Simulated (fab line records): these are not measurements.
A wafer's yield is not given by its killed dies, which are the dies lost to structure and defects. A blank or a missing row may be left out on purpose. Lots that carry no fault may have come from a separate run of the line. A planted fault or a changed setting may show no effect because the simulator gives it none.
Chamber matching -- flow n5-finfet -- N5_BEOL_M6_PECVD_70 on pecvd-04 has 3 sister chambers
The step deposits SiO2 from TEOS/O2, target thk 20 nm, time 22.7 s. 3 wafers are shown with their chamber, then 9 later ones without.

WAFERS PAIRED WITH THEIR CHAMBERS
wafer,chamber,showerhead-plenum-p-Torr (Torr)
L084.2,1,8.69
L088.2,0,8.79
L088.5,2,8.71

WAFERS WITHOUT THEIR CHAMBER
wafer,showerhead-plenum-p-Torr (Torr)
L091.1,8.73
L091.3,8.79
L091.6,8.69
L092.1,8.71
L092.4,8.78
L092.6,8.74
L095.1,8.69
L095.2,8.79
L095.5,8.74

THE CHAMBER EACH PASSED THROUGH
wafer,from the rows above,in truth
L091.1,can't be placed: 2 or 1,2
L091.3,0,0
L091.6,can't be placed: 1 or 2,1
L092.1,can't be placed: 2 or 1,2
L092.4,0,0
L092.6,can't be placed: 2 or 0 or 1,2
L095.1,can't be placed: 1 or 2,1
L095.2,0,0
L095.5,can't be placed: 2 or 0 or 1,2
Correct placement for 3 of the 9. These rows do not allow placing 6 (true chamber among the candidates in 6). Wrongly placed: 0.
How it was worked out, from the rows above alone: a wafer's distance from a chamber is the root of the sum, over the readings, of the square of ((its reading less the chamber's mean) divided by the reading's scatter). If the next closest chamber is less than 2 further off than the closest, the wafer can't be placed; otherwise it belongs to the closest. A chamber's mean is the mean of its shown wafers. The scatter (one wafer shown for each chamber): square how far every hidden wafer sits from the nearest shown wafer, average those squares and take the square root.
